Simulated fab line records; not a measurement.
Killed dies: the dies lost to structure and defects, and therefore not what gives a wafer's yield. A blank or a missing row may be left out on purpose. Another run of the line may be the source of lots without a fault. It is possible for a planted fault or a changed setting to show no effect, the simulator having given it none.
Matching of chambers || flow nandHarc || rieDiel-06 running NHARC_P_BONDPAD_DESCUM_11: 4 sister chambers
The step chemistry O2, time 3 s. 7 wafers are shown with their chamber, then 7 later ones without.

== EACH WAFER AND ITS CHAMBER ==
{"wafer": "L875.3", "chamber": 0, "rfVppV (V)": 57.0, "oesProductAu (a.u.)": 1.015}
{"wafer": "L876.4", "chamber": 1, "rfVppV (V)": 59.4, "oesProductAu (a.u.)": 1.003}
{"wafer": "L879.1", "chamber": 0, "rfVppV (V)": 58.1, "oesProductAu (a.u.)": 1.014}
{"wafer": "L879.3", "chamber": 2, "rfVppV (V)": 55.8, "oesProductAu (a.u.)": 1.015}
{"wafer": "L879.5", "chamber": 3, "rfVppV (V)": 59.3, "oesProductAu (a.u.)": 0.999}
{"wafer": "L880.3", "chamber": 2, "rfVppV (V)": 57.4, "oesProductAu (a.u.)": 1.007}
{"wafer": "L880.5", "chamber": 3, "rfVppV (V)": 59.2, "oesProductAu (a.u.)": 1.006}

== WAFERS MISSING THEIR CHAMBER ==
{"wafer": "L880.6", "rfVppV (V)": 58.0, "oesProductAu (a.u.)": 1.016}
{"wafer": "L883.1", "rfVppV (V)": 59.4, "oesProductAu (a.u.)": 1.019}
{"wafer": "L883.2", "rfVppV (V)": 57.9, "oesProductAu (a.u.)": 0.979}
{"wafer": "L883.6", "rfVppV (V)": 57.7, "oesProductAu (a.u.)": 1.008}
{"wafer": "L889.2", "rfVppV (V)": 57.1, "oesProductAu (a.u.)": 1.009}
{"wafer": "L889.3", "rfVppV (V)": 56.1, "oesProductAu (a.u.)": 1.005}
{"wafer": "L889.4", "rfVppV (V)": 57.9, "oesProductAu (a.u.)": 1.001}

== CHAMBER TAKEN BY EACH ==
{"wafer": "L880.6", "from the rows above": "can't be placed: 0 or 2", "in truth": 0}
{"wafer": "L883.1", "from the rows above": "can't be placed: 0 or 1 or 3 or 2", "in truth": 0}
{"wafer": "L883.2", "from the rows above": "can't be placed: 3 or 1 or 2", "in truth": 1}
{"wafer": "L883.6", "from the rows above": "can't be placed: 0 or 2 or 3 or 1", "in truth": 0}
{"wafer": "L889.2", "from the rows above": "can't be placed: 2 or 0", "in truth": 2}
{"wafer": "L889.3", "from the rows above": "can't be placed: 2 or 0", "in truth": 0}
{"wafer": "L889.4", "from the rows above": "can't be placed: 3 or 1 or 2 or 0", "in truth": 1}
Correctly placed: 0 of 7. Not placeable from these rows: 7 (in 7, the candidates include the true chamber). Placed wrongly: 0.
How it was worked out, from the rows above alone: a wafer's distance from a chamber is the root of the sum, over the readings, of the square of ((its reading less the chamber's mean) divided by the reading's scatter). If the next closest chamber is less than 2 further off than the closest, the wafer can't be placed; otherwise it belongs to the closest. For every chamber, the mean is computed from those of its wafers that are shown. How the scatter is found: for the shown wafers, subtract from each reading the mean of its chamber, square and add these, divide the total by (wafers less chambers), then take the root.
